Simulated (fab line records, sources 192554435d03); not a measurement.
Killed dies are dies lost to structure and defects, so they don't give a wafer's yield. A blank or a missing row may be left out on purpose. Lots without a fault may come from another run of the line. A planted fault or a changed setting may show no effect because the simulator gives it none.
Problem report in the 8D (eight disciplines) form, filled by code | flow n5_finfet | the parts of the form that need people (team, actions taken, sign-off) are left out

1. THE PROBLEM
killed_at_M4_up at N5_PASSIVATION_PROBE_49 reads a mean of 1102 on 4 wafers of 2 lots; wafers without a fault read 15 with a standard deviation of 5.9. That is +99 or more standard deviations from the usual mean.
First seen on wafer L745.2, day 16 04:32, on prober-01. The record holds 31 wafers of 11 lots with a number at this step. Rule for "out", or "out of limits": more than 4 standard deviations from the usual mean. The other wafers with a number count as sound.

2. WHAT IT IS AND WHAT IT IS NOT
question                    | is                                                                                                  | is not
which readings at this step | killed_at_M4_up, defect_limited_yield, killed_dies, killed_on_rim, sort_bin_5_function, sort_n_pass | killed_at_M0_to_M3, killed_at_contacts, killed_at_front_end, killed_at_other, killed_short, sort_bin_4_leakage, sort_bin_6_memory, sort_bin_8_speed
which lots                  | L745, L746                                                                                          | L733, L734, L739, L740, L743, L750, L752, L753, L754
which wafers of those lots  | all that have a number                                                                              | -
read on which tools         | prober-01                                                                                           | prober-02
when                        | from day 16 04:32                                                                                   | up to then (15 sound wafers); but 12 sound wafers of L750, L752, L753, L754 came after

3. SUSPECTS, AND WHAT RULES EACH OUT
Counting: a tool at a process step up to the reading stays a suspect if it ran every lot that is out and no sound lot after the first of them.
- rie_diel-01 at N5_BEOL_M15_ETCH_57 (etches SOC in N2/H2, time 750 s): ruled out as a lasting fault. Sound lots L750, L752, L753 ran on it after its first lot that is out, L745 (day 15 13:42).
- prober-01 at N5_PASSIVATION_PROBE_49: ruled out as a lasting fault. Sound lots L750, L752, L754 ran on it after its first lot that is out, L745 (day 16 04:32).
Left after counting: nothing in the record.

4. THE CAUSE (what the simulator had put in)
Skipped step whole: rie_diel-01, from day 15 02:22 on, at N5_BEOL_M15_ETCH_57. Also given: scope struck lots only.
Counting ruled it out, wrongly: the rule takes a fault to strike every lot that its tool runs from its start on, and this one did not.

5. THE CHAIN OF EFFECTS, in route order
Each row: a reading whose mean over the struck wafers that have a number lies more than 3 standard deviations from the usual. Only readings for which the record gives a usual standard deviation are gone through. hours: the time from each lot's start at the first step in this table that gives one to its start at this step, as a median over the lots. sigmas: the change in usual standard deviations.
hours | step                    | reading              | usual  | on struck wafers | change | sigmas
0     | N5_PASSIVATION_PROBE_49 | defect_limited_yield | 91.2 % | 0.0              | -91.2  | -61
0     | N5_PASSIVATION_PROBE_49 | killed_at_M4_up      | 15     | 1102             | +1088  | +99 or more
0     | N5_PASSIVATION_PROBE_49 | killed_dies          | 104    | 1180             | +1076  | +60
0     | N5_PASSIVATION_PROBE_49 | killed_on_rim        | 14     | 152              | +138   | +34
0     | N5_PASSIVATION_PROBE_49 | sort_bin_5_function  | 5.1 %  | 96.8             | +91.8  | +83
0     | N5_PASSIVATION_PROBE_49 | sort_n_pass          | 1076   | 0                | -1076  | -60
The process steps in it:
- N5_PASSIVATION_PROBE_49
Readings that are blank on the struck wafers while sound wafers have them: bias_w at N5_BEOL_M15_ETCH_57; chamber_pressure_mTorr at N5_BEOL_M15_ETCH_57; drypump_motor_current_A at N5_BEOL_M15_ETCH_57; oes_product_au at N5_BEOL_M15_ETCH_57; rf_vpp_V at N5_BEOL_M15_ETCH_57; showerhead_plenum_p_Torr at N5_BEOL_M15_ETCH_57; throttle_valve_pct at N5_BEOL_M15_ETCH_57.

6. WHAT WOULD HAVE CAUGHT IT SOONER
In this record the first reading out of limits was taken at day 16 04:32, 26 hours after the fault began at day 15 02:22.
At N5_BEOL_M15_ETCH_57 the tool's readings are blank on the struck wafers, where sound wafers have them: an empty tool record is the first sign, and it was there at once.
